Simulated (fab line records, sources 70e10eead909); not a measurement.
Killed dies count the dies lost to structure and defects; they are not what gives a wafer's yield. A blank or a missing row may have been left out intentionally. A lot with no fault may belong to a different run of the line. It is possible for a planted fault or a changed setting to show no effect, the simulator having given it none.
Problem report, 8D (eight disciplines) form, completed by code    flow nand-harc    the parts of the form that need people (team, actions taken, sign-off) are left out

== 1. THE ISSUE ==
plate-temp-C at NHARC_P_M0_PEB_07 reads a mean of 93.74 C on 6 wafers of 2 lots; wafers without a fault read 99.99 C with a standard deviation of 0.14. That puts it -45 standard deviations away from the usual mean.
The step: peb time 65 s.
First seen on wafer L718.1, day 8 05:40, on litho-track-06. The record holds 42 wafers of 14 lots with a number at this step. By rule, "out" or "out of limits" means more than 4 standard deviations away from the usual mean. The other wafers with a number count as sound.

== 2. WHAT IT IS, AND WHAT IT ISN'T ==
question                     is                                  is not
which readings at this step  plate-temp-C, heater-power-total-W  -
which lots                   L718, L721                          L709, L711, L712, L713, L722, L725, L726, L727, L728, L729, L730, L731
which wafers of those lots   all that have a number              -
read on which tools          litho-track-06                      litho-track-01, litho-track-04
when                         from day 8 05:40                    up to then (12 sound wafers); but 24 sound wafers of L722, L725, L726, L727, L728, L729, L730, L731 came after

== 3. WHAT RULES OUT EACH SUSPECT ==
Counting: a tool at a process step up to the reading stays a suspect if it ran every lot that is out and no sound lot after the first of them.
- pecvd-02 at NHARC_P_CONTACT_DEP_30 (deposits SiNx, target thk 30 nm): ruled out as a lasting fault. Sound lots L725, L728, L729 ran on it after its first lot that is out, L718 (day 7 23:40).
- litho-track-06 at NHARC_P_M0_PEB_07 (peb time 65 s): kept. It ran every lot that is out, first L718 (day 8 05:40), and no sound lot after that. Out on those wafers are its own readings of heater-power-total-W, plate-temp-C.
Left after counting: litho-track-06 at NHARC_P_M0_PEB_07.

== 4. THE CAUSE (what the simulator had put in) ==
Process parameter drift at NHARC_P_M0_PEB_07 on litho-track-06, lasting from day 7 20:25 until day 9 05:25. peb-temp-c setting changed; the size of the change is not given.
This tool alone remained once counting was done.

== 5. SEQUENCE OF EFFECTS, ordered by route ==
One row per reading whose mean, taken over the struck wafers that have a number, lies over 3 standard deviations from the usual. Readings are gone through only where the record gives a usual standard deviation; hours: the median, over the lots, of the time from a lot's start at the first step in this table giving one to that lot's start at this step; sigmas: the change measured in usual standard deviations.
hours  step               reading               usual    on struck wafers  change  sigmas
0      NHARC_P_M0_PEB_07  heater-power-total-W  156.7 W  143.3             -13.4   -30
0      NHARC_P_M0_PEB_07  plate-temp-C          99.99 C  93.74             -6.25   -45
The process steps in it:
- NHARC_P_M0_PEB_07: peb time 65 s.

== 6. HOW IT WOULD HAVE BEEN CAUGHT EARLIER ==
In this record the first reading out of limits was taken at day 8 05:40, 9 hours after the fault began at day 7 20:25.
